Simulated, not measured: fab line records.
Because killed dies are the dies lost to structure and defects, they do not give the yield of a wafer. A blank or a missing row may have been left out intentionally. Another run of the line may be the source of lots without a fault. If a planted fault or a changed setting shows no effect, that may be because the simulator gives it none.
Matching of chambers + flow n5Finfet + 4 sister chambers for N5_BEOL_M0_SAQP_MANDREL2_REMOVE_110 on rieSi-06
The step chemistry HBr/Cl2/O2, target a-Si, stops on SiCN, bt time 10 s. 20 wafers are shown with their chamber, then 10 later ones without.

== WAFERS, EACH WITH ITS CHAMBER ==
| wafer  | chamber | drypumpMotorCurrentA (A) | oesProductAu (a.u.) |
|--------|---------|--------------------------|---------------------|
| L075.3 | 0       | 5.2                      | 0.996               |
| L075.4 | 3       | 5.9                      | 1.008               |
| L075.5 | 0       | 5.2                      | 0.990               |
| L076.2 | 0       | 5.2                      | 0.973               |
| L076.3 | 1       | 5.9                      | 0.990               |
| L076.4 | 3       | 5.9                      | 0.990               |
| L077.3 | 2       | 6.0                      | 0.991               |
| L077.4 | 1       | 5.9                      | 0.994               |
| L077.5 | 2       | 6.0                      | 0.977               |
| L078.1 | 3       | 5.9                      | 0.990               |
| L078.2 | 1       | 5.9                      | 0.984               |
| L078.4 | 0       | 5.2                      | 0.977               |
| L079.1 | 2       | 6.0                      | 0.993               |
| L079.3 | 1       | 5.9                      | 0.984               |
| L079.4 | 3       | 6.0                      | 1.000               |
| L080.1 | 3       | 5.9                      | 1.002               |
| L080.2 | 0       | 5.2                      | 0.976               |
| L080.5 | 1       | 5.9                      | 0.980               |
| L086.1 | 0       | 5.2                      | 0.966               |
| L086.2 | 3       | 5.9                      | 1.001               |

SIGNATURES, as means of the wafers listed above
| reading              | chamber 0 | chamber 1 | chamber 2 | chamber 3 | scatter within a chamber |
|----------------------|-----------|-----------|-----------|-----------|--------------------------|
| drypumpMotorCurrentA | 5.200     | 5.900     | 6.000     | 5.917     | 0.0228                   |
| oesProductAu         | 0.97967   | 0.98640   | 0.98700   | 0.99850   | 0.0085                   |
Rule: for each reading, subtract the chamber's mean from the wafer's reading, divide by that reading's scatter and square the result; add these up over the readings and take the root, which gives the wafer's distance from the chamber. The wafer belongs to the nearest chamber; if the next one is less than 2 further off, it can't be placed. The scatter: take each reading less its chamber's mean, square it, sum over the shown wafers, divide by the number of wafers less the number of chambers, and take the root.

== WAFERS WHOSE CHAMBER IS MISSING ==
| wafer  | drypumpMotorCurrentA (A) | oesProductAu (a.u.) |
|--------|--------------------------|---------------------|
| L086.6 | 5.2                      | 0.973               |
| L092.1 | 5.9                      | 0.999               |
| L092.4 | 6.0                      | 0.999               |
| L092.6 | 6.1                      | 0.992               |
| L095.1 | 5.9                      | 0.983               |
| L095.5 | 6.0                      | 0.988               |
| L095.6 | 6.0                      | 0.990               |
| L097.3 | 5.9                      | 0.988               |
| L097.4 | 5.2                      | 0.980               |
| L097.6 | 5.9                      | 0.994               |

== WHICH CHAMBER EACH WENT THROUGH ==
| wafer  | from the rows above     | in truth                   |
|--------|-------------------------|----------------------------|
| L086.6 | 0                       | 0                          |
| L092.1 | can't be placed: 3 or 1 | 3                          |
| L092.4 | 2                       | 2                          |
| L092.6 | 2                       | 2                          |
| L095.1 | can't be placed: 1 or 3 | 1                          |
| L095.5 | 2                       | 2                          |
| L095.6 | 2                       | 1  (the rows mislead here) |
| L097.3 | can't be placed: 1 or 3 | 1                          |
| L097.4 | 0                       | 0                          |
| L097.6 | can't be placed: 1 or 3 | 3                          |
Placed correctly: 5 of 10. Cannot be placed on the basis of these rows: 4; the candidates contain the true chamber in 4. Wrongly placed: 1.
